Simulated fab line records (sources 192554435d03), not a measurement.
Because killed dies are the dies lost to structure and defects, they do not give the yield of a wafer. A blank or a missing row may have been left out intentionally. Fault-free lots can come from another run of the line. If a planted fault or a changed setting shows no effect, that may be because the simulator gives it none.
Struck lot and sound lot, side by side -- flow n5Finfet -- 14 out of 1938 route steps
Sound: the wafers L364.1, L364.4, L364.6. The struck wafers were L355.3, L355.4, L355.6. The cause is named last.
Order at every step that has rows: each side's tool, ch and its chambers, its first start. Under that, the readings that differ: sound wafers -- struck wafers -- difference of the means -- sigmas: that difference in standard deviations of wafers without a fault.
alike: a reading whose means differ by less than 2 such deviations, as well as words and numbers matching on both sides. not compared: withheld readings; readings where some wafer has no value; bounds like >300 that might hide an equal value; numbers whose values overlap and for which the record gives no deviation.
The two part at a step that has a row with sigmas, a row that says differs or no value, or rows on one side only. When numbers do not overlap yet have no deviation, they are printed without sigmas and do not part them. Lack of a reading on every wafer of one side parts them only where that side has two or more wafers.

N5_BEOL_M12_THK_MEAS_50: measures by xrf.
  struck on filmMetro-02, day 14 19:19; sound on filmMetro-01, day 17 05:50
  alike: M12_THK
then, 1 step without rows for these wafers: N5_BEOL_M12_PRE_CLEAN_52 (time 15 s).
N5_BEOL_M12_DEP_53: deposits SiCN from 3MS/NH3, target thk 30 nm, time 10.5 s.
  sound on pecvd-04 ch 0,2, day 17 05:55; struck on pecvd-04 ch 0,1,2, day 14 19:22
  alike: showerheadPlenumPTorr, throttleValvePct
N5_BEOL_M12_RS_MEAS_54: the measuring method here is four-point-probe.
  struck on filmMetro-01, day 14 19:26; sound on filmMetro-02, day 17 05:59
  alike: M12_RS
N5_BEOL_M12_INSPECT_55: inspects for defects (darkfield).
  struck on defectInspect-02, day 14 19:28; sound on defectInspect-01, day 17 06:01
  alike: rawDefectCount
N5_BEOL_M13_ILD_DEP_00: deposits SiOC from DEMS/O2, target thk 837.92 nm, time 166.4 s.
  sound on pecvd-03 ch 0,1,2, day 17 06:04; struck on pecvd-01 ch 0,1,2, day 14 19:30
  alike: heaterPowerW, showerheadPlenumPTorr, susceptorTempC, throttleValvePct
N5_BEOL_M13_THK_MEAS_01:
  struck on filmMetro-02, day 14 19:39; sound on filmMetro-02, day 17 06:13
  alike: M13_ILD_THK
then, 5 steps without rows for these wafers: N5_BEOL_M13_COAT_58 (time 60 s, resist thk 89 nm); N5_BEOL_M13_COAT_04 (resist thk 400 nm); N5_BEOL_M13_EBR_06; N5_BEOL_M13_SOFTBAKE_05 (time 60 s); N5_BEOL_M13_EXPOSE_07 (exposes mask V12).
N5_BEOL_M13_PEB_08: peb time 90 s.
  struck on lithoTrack-01, day 14 19:58; sound on lithoTrack-03 ch 0, day 17 06:31
  no value came back on the struck wafers for chillPlateTempC (C), exhaustPa (Pa), heaterPowerTotalW (W); on the sound wafers chillPlateTempC (C) reads 23.08 23.07 22.98
then, 1 step without rows for these wafers: N5_BEOL_M13_DEVELOP_09 (develop time 45 s).

## WHERE THEY PART
Within this record, at N5_BEOL_M13_PEB_08 only.

WHY: whatever the simulator had introduced
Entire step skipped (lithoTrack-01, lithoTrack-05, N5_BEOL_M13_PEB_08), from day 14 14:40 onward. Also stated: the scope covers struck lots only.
